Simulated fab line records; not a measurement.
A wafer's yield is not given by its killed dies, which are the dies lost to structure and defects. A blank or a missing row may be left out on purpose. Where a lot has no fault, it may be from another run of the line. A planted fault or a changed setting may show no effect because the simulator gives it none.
Chamber matching / flow n5 finfet / N5_BEOL_M10_ETCH_61 on rie diel-04: 4 sister chambers
The step etches SiARC in CF4, target depth 39 nm, time 65 s. 8 wafers are shown with their chamber, then 9 later ones without.

EACH WAFER AND ITS CHAMBER
wafer=L077.3; chamber=0; drypump motor current A (A)=6.2; showerhead plenum p Torr (Torr)=2.28
wafer=L082.2; chamber=0; drypump motor current A (A)=6.2; showerhead plenum p Torr (Torr)=2.27
wafer=L088.1; chamber=1; drypump motor current A (A)=6.0; showerhead plenum p Torr (Torr)=2.09
wafer=L088.2; chamber=3; drypump motor current A (A)=6.4; showerhead plenum p Torr (Torr)=2.10
wafer=L088.4; chamber=2; drypump motor current A (A)=5.9; showerhead plenum p Torr (Torr)=2.07
wafer=L092.1; chamber=3; drypump motor current A (A)=6.4; showerhead plenum p Torr (Torr)=2.09
wafer=L092.2; chamber=2; drypump motor current A (A)=6.0; showerhead plenum p Torr (Torr)=2.07
wafer=L092.3; chamber=1; drypump motor current A (A)=6.0; showerhead plenum p Torr (Torr)=2.08

WAFERS WITHOUT THEIR CHAMBER
wafer=L093.2; drypump motor current A (A)=6.0; showerhead plenum p Torr (Torr)=2.06
wafer=L093.3; drypump motor current A (A)=6.2; showerhead plenum p Torr (Torr)=2.26
wafer=L093.4; drypump motor current A (A)=6.0; showerhead plenum p Torr (Torr)=2.07
wafer=L096.1; drypump motor current A (A)=6.4; showerhead plenum p Torr (Torr)=2.09
wafer=L096.2; drypump motor current A (A)=6.0; showerhead plenum p Torr (Torr)=2.06
wafer=L096.4; drypump motor current A (A)=6.5; showerhead plenum p Torr (Torr)=2.09
wafer=L097.3; drypump motor current A (A)=6.1; showerhead plenum p Torr (Torr)=2.26
wafer=L097.4; drypump motor current A (A)=6.2; showerhead plenum p Torr (Torr)=2.26
wafer=L097.5; drypump motor current A (A)=6.4; showerhead plenum p Torr (Torr)=2.09

EACH ONE'S CHAMBER
wafer=L093.2; from the rows above=can't be placed: 2 or 1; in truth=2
wafer=L093.3; from the rows above=0; in truth=0
wafer=L093.4; from the rows above=can't be placed: 2 or 1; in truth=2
wafer=L096.1; from the rows above=3; in truth=3
wafer=L096.2; from the rows above=can't be placed: 2 or 1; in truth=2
wafer=L096.4; from the rows above=3; in truth=3
wafer=L097.3; from the rows above=0; in truth=0
wafer=L097.4; from the rows above=0; in truth=0
wafer=L097.5; from the rows above=3; in truth=3
6 of 9 placed correctly. Cannot be placed on the basis of these rows: 3; the candidates contain the true chamber in 3. Wrongly placed: 0.
How it was worked out, from the rows above alone: a wafer's distance from a chamber is the root of the sum, over the readings, of the square of ((its reading less the chamber's mean) divided by the reading's scatter). The wafer belongs to the nearest chamber; if the next one is less than 2 further off, it can't be placed. A chamber's mean is the mean of its shown wafers. The scatter is the square root of a quotient: the sum, over the shown wafers, of each reading's squared deviation from its chamber's mean, divided by wafers minus chambers.
